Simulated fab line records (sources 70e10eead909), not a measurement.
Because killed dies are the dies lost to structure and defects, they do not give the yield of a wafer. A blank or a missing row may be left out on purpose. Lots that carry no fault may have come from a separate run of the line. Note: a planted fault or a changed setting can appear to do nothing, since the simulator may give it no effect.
Which of the tools did it? -- flow nand-harc -- Sampling: 11 lots, 33 wafers, 5 of 1302 route steps

WHAT THE GAUGES READ, wafer by wafer
NHARC_END_SORT_01.
lot,measured,on,killed-at-array
L956,day 25 20:32,prober-02,39 37 38
L961,day 28 03:18,prober-02,96 81 99
L969,day 32 04:00,prober-02,36 41 36

EACH LOT AND THE TOOL THAT RAN IT (in order: tool; ch and the chambers of the sampled wafers; start)
lot,NHARC_A_SLIT_ETCH_15,NHARC_A_SLIT_ETCH_29,NHARC_A_WL_FILL_ALD_10,NHARC_A_WL_FILL_ETCHBACK_16
L952,"rie-diel-02 ch 0,1,3, day 19 12:55 or earlier","rie-diel-07 ch 0,1,2, day 19 12:55","ald-hk-03 ch 1,2, day 20 04:02","rie-diel-10 ch 0,2,3, day 20 08:11"
L956,"rie-diel-02 ch 0,3, day 21 12:37 or earlier","rie-diel-02 ch 0,1, day 21 12:37","ald-hk-04 ch 1,2,3, day 22 02:56","rie-diel-04 ch 0,2,3, day 22 07:37"
L957,"rie-diel-02 ch 0,3, day 22 12:38 or earlier","rie-diel-02 ch 0,1, day 22 12:38","ald-hk-03 ch 0,1,2, day 23 04:08","rie-diel-13 ch 0,1,3, day 23 10:49"
L958,"rie-diel-07 ch 1,2,3, day 22 16:25 or earlier","rie-diel-03 ch 1,2, day 22 16:25","ald-hk-04 ch 0,2,3, day 23 08:42","rie-diel-10 ch 0,1,3, day 23 11:49"
L961,"rie-diel-02 ch 0,3, day 23 18:54 or earlier","rie-diel-02 ch 1,3, day 23 18:54","ald-hk-02 ch 1,2,3, day 24 10:49","rie-diel-13 ch 0,1, day 24 15:31"
L962,"rie-diel-03 ch 1,3, day 24 11:17 or earlier","rie-diel-07 ch 0,3, day 24 11:17","ald-hk-04 ch 0,3, day 25 04:23","rie-diel-10 ch 0,1, day 25 09:04"
L964,"rie-diel-03 ch 0,1,3, day 24 13:50 or earlier","rie-diel-02 ch 0,3, day 24 13:50","ald-hk-04 ch 0,1,2, day 25 07:30","rie-diel-13 ch 1,2, day 25 12:06"
L965,"rie-diel-07 ch 1,2,3, day 25 12:10 or earlier","rie-diel-02 ch 0,2,3, day 25 12:10","ald-hk-04 ch 0,1,2, day 25 23:55","rie-diel-04 ch 1,2,3, day 26 04:34"
L969,"rie-diel-03 ch 0,2,3, day 27 14:59 or earlier","rie-diel-07 ch 0,2, day 27 14:59","ald-hk-04 ch 0,3, day 28 10:37","rie-diel-13 ch 0,2,3, day 28 15:16"
L971,"rie-diel-02 ch 0,1,2, day 28 05:54 or earlier","rie-diel-03 ch 0,2,3, day 28 05:54","ald-hk-03 ch 2,3, day 29 01:11","rie-diel-13 ch 0,2,3, day 29 05:20"
L974,"rie-diel-03 ch 1,3, day 29 13:17 or earlier","rie-diel-02 ch 1, day 29 13:17","ald-hk-03 ch 1,3, day 30 08:07","rie-diel-10 ch 0,1,3, day 30 12:14"
- NHARC_A_SLIT_ETCH_15: etches the open film in O2/COS, target depth 6200 nm, time 1612 s.
- NHARC_A_SLIT_ETCH_29: etches the open film in CF4/O2, target depth 100 nm, overetch 10 nm, time 55 s.
- NHARC_A_WL_FILL_ALD_10: deposits SiO2, target thk 50 nm, pulse time 10 s, ald cycles 500.
- NHARC_A_WL_FILL_ETCHBACK_16: etches the open film in C4F8/O2/Ar, target depth 120 nm, time 24 s.

THE ANSWER, worked out from the rows above alone
Rule: usual is defined by the lots themselves. Put in order of their means at a reading, lots are off if they are a third of the lots or fewer, leave a main group of 4 or more, and stand apart from it by a gap of 3 or more times the standard deviation of the main group's means; of several such gaps the widest counts. A main group is skipped when, at the precision printed for the reading in the tables above, its means are all equal. Also off: a lot with no number at a reading for which 4 or more lots have one. Any other lot the step has rows for is counted as sound.
No lot is off on any of the readings shown, so nothing can be concluded from this.

WHAT THE SIMULATOR HAD INSERTED
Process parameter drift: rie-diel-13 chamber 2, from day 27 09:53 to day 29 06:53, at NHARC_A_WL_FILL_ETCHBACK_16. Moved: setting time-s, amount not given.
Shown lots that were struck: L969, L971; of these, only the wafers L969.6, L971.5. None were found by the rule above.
